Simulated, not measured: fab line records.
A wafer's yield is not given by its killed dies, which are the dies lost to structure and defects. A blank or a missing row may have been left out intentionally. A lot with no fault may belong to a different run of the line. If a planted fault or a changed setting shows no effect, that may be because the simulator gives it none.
What tool caused it? -- flow n5Finfet -- 10 lots with 29 wafers sampled at 4 steps, on a route of 1938 steps

## WHAT THE GAUGES READ, wafer by wafer
The record lacks any reading of a measuring or inspecting step that a usual standard deviation could be used to judge.

## EACH LOT AND THE TOOL THAT RAN IT (in order: tool; ch and the chambers of the sampled wafers; start)
lot,N5_BEOL_M13_ETCH_59,N5_BEOL_M13_ETCH_67,N5_BEOL_M13_DEGAS_41,N5_BEOL_M13_SPUTTER_45
L507,"rieDiel-01 ch 0,2, day 10 18:25","rieDiel-01 ch 2,3, day 10 19:32","pvdSputter-03, day 10 23:51","pvdSputter-03, day 11 00:05"
L509,"rieDiel-04 ch 0,2,3, day 11 02:34","rieDiel-03 ch 1,2,3, day 11 03:31","pvdSputter-02, day 11 06:07","pvdSputter-02, day 11 06:22"
L508,"rieDiel-01 ch 0,2,3, day 11 03:51","rieDiel-04 ch 1,2,3, day 11 04:58","pvdSputter-02, day 11 07:00","pvdSputter-02, day 11 07:14"
L510,"rieDiel-03 ch 0,1,2, day 11 11:24","rieDiel-03 ch 0,1,3, day 11 12:33","pvdSputter-03, day 11 15:13","pvdSputter-03, day 11 15:28"
L515,"rieDiel-04 ch 0,1, day 13 04:20","rieDiel-04 ch 0,1,2, day 13 05:16","pvdSputter-01, day 13 09:05","pvdSputter-01, day 13 09:19"
L520,"rieDiel-01 ch 0,2, day 14 12:59","rieDiel-03 ch 0,1,2, day 14 14:02","pvdSputter-02, day 14 17:59","pvdSputter-02, day 14 18:14"
L523,"rieDiel-03 ch 1,2,3, day 15 05:16","rieDiel-04 ch 0,1,3, day 15 06:29","pvdSputter-02, day 15 09:02","pvdSputter-02, day 15 09:17"
L524,"rieDiel-01 ch 0,3, day 15 06:14","rieDiel-04 ch 1,2, day 15 07:19","pvdSputter-03, day 15 12:51","pvdSputter-03, day 15 13:05"
L529,"rieDiel-03 ch 0,2, day 17 12:20","rieDiel-04 ch 0,1,2, day 17 13:17","pvdSputter-01, day 17 16:21","pvdSputter-01, day 17 16:35"
L530,"rieDiel-04 ch 1,2, day 17 14:16","rieDiel-04 ch 0,2, day 17 15:13","pvdSputter-01, day 17 16:56","pvdSputter-01, day 17 17:10"
- N5_BEOL_M13_ETCH_59: etches BARC in N2/H2, target depth 89 nm, overetch 26.7 nm, time 67.9 s.
- N5_BEOL_M13_ETCH_67: etches SiARC in CF4, target depth 143 nm, time 238.3 s.
- N5_BEOL_M13_DEGAS_41: time 60 s.
- N5_BEOL_M13_SPUTTER_45: material Cu, target thk 80 nm, time 13.33 s.

## AS READ BY THE TOOLS THEMSELVES (means over the sampled wafers that have a number; for cases with no such wafer, the mark the record gives instead)
N5_BEOL_M13_ETCH_59.
lot,tool,drypumpMotorCurrentA (A),oesProductAu (a.u.),rfVppV (V),showerheadPlenumPTorr (Torr),throttleValvePct (%)
L507,rieDiel-01,5.4,0.76,524.0,2.54,17.59
L509,rieDiel-04,6.0,0.71,523.3,2.55,18.14
L508,rieDiel-01,5.7,0.74,522.7,2.51,17.65
L510,rieDiel-03,5.3,0.64,523.4,2.50,17.78
L515,rieDiel-04,6.3,0.69,523.9,2.56,17.97
L520,rieDiel-01,5.2,0.72,523.3,2.54,17.65
L523,rieDiel-03,5.7,0.75,525.8,2.61,17.60
L524,rieDiel-01,5.3,0.71,524.2,2.52,17.71
L529,rieDiel-03,5.2,0.70,525.4,2.60,17.57
L530,rieDiel-04,6.0,0.66,524.1,2.57,18.12

N5_BEOL_M13_ETCH_67.
lot,tool,cf4FlowSccm (sccm),drypumpMotorCurrentA (A),etchRfOnTimeS (s),oesProductAu (a.u.),rfVppV (V),showerheadPlenumPTorr (Torr),throttleValvePct (%)
L507,rieDiel-01,100.04,6.2,238,0.76,183.0,2.09,15.35
L509,rieDiel-03,99.91,5.7,244,0.60,185.0,2.13,15.71
L508,rieDiel-04,99.99,6.3,246,0.65,183.7,2.13,15.75
L510,rieDiel-03,99.81,5.5,237,0.65,184.9,2.17,15.49
L515,rieDiel-04,100.04,6.0,241,0.70,184.7,2.18,15.72
L520,rieDiel-03,89.89,5.3,241,0.69,183.4,2.11,14.99
L523,rieDiel-04,99.72,6.3,240,0.66,183.9,2.12,15.83
L524,rieDiel-04,99.95,6.2,244,0.66,183.9,2.16,15.70
L529,rieDiel-04,100.03,6.0,242,0.67,184.1,2.17,15.78
L530,rieDiel-04,99.91,5.7,246,0.69,184.7,2.18,15.81

N5_BEOL_M13_DEGAS_41.
lot,tool,heaterPowerW (W)
L507,pvdSputter-03,353
L509,pvdSputter-02,341
L508,pvdSputter-02,343
L510,pvdSputter-03,335
L515,pvdSputter-01,306
L520,pvdSputter-02,360
L523,pvdSputter-02,370
L524,pvdSputter-03,327
L529,pvdSputter-01,313
L530,pvdSputter-01,322

N5_BEOL_M13_SPUTTER_45.
lot,tool,throttleValvePct (%)
L507,pvdSputter-03,30.9
L509,pvdSputter-02,30.5
L508,pvdSputter-02,30.7
L510,pvdSputter-03,30.3
L515,pvdSputter-01,30.5
L520,pvdSputter-02,29.2
L523,pvdSputter-02,29.5
L524,pvdSputter-03,29.8
L529,pvdSputter-01,30.1
L530,pvdSputter-01,29.4

## THE ANSWER, worked out from the rows above alone
Rule: the usual values come from the lots themselves. The widest of any qualifying gaps counts: lots, ordered by their means at a reading, are off when they make up no more than a third of the lots, leave a main group of 4 or more, and stand apart from it by 3 or more times the standard deviation of that group's means. If all means in a main group match to the digits the tables above print for the reading, that group is not used. Also off: a lot with no number at a reading for which 4 or more lots have one. The other lots that the step has rows for count as sound. Order of review: gauges by route order, followed by the tools' own readings, for which a lot's mean as printed above is used. The first step at which some lot is off is used, and at that step the reading that is off furthest; a lot without a number counts as furthest.
Off, at N5_BEOL_M13_ETCH_67 on cf4FlowSccm: L520. For the main group the mean is 99.93 sccm and the standard deviation 0.1.
A tool fits if, at that step or a process step before it, it ran every lot that is off, and no sound lot after the first of them. One fits: rieDiel-03 at N5_BEOL_M13_ETCH_67. A fault onset in the window from L510 (day 11 12:33, its last sound lot) to L520 (day 14 14:02, its first lot off) fits.
The tool's own readings at N5_BEOL_M13_ETCH_67 bear it out: on the lots that are off they differ by more than 5 times the standard deviation of the sound lots' means. cf4FlowSccm reads 89.89 sccm there against 99.93 sccm on the sound lots.

## WHAT HAD BEEN PUT IN BY THE SIMULATOR
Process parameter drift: rieDiel-03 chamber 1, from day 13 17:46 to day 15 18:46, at N5_BEOL_M13_ETCH_67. A move of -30 in setting cf4FlowSccm, from 100. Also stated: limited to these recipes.
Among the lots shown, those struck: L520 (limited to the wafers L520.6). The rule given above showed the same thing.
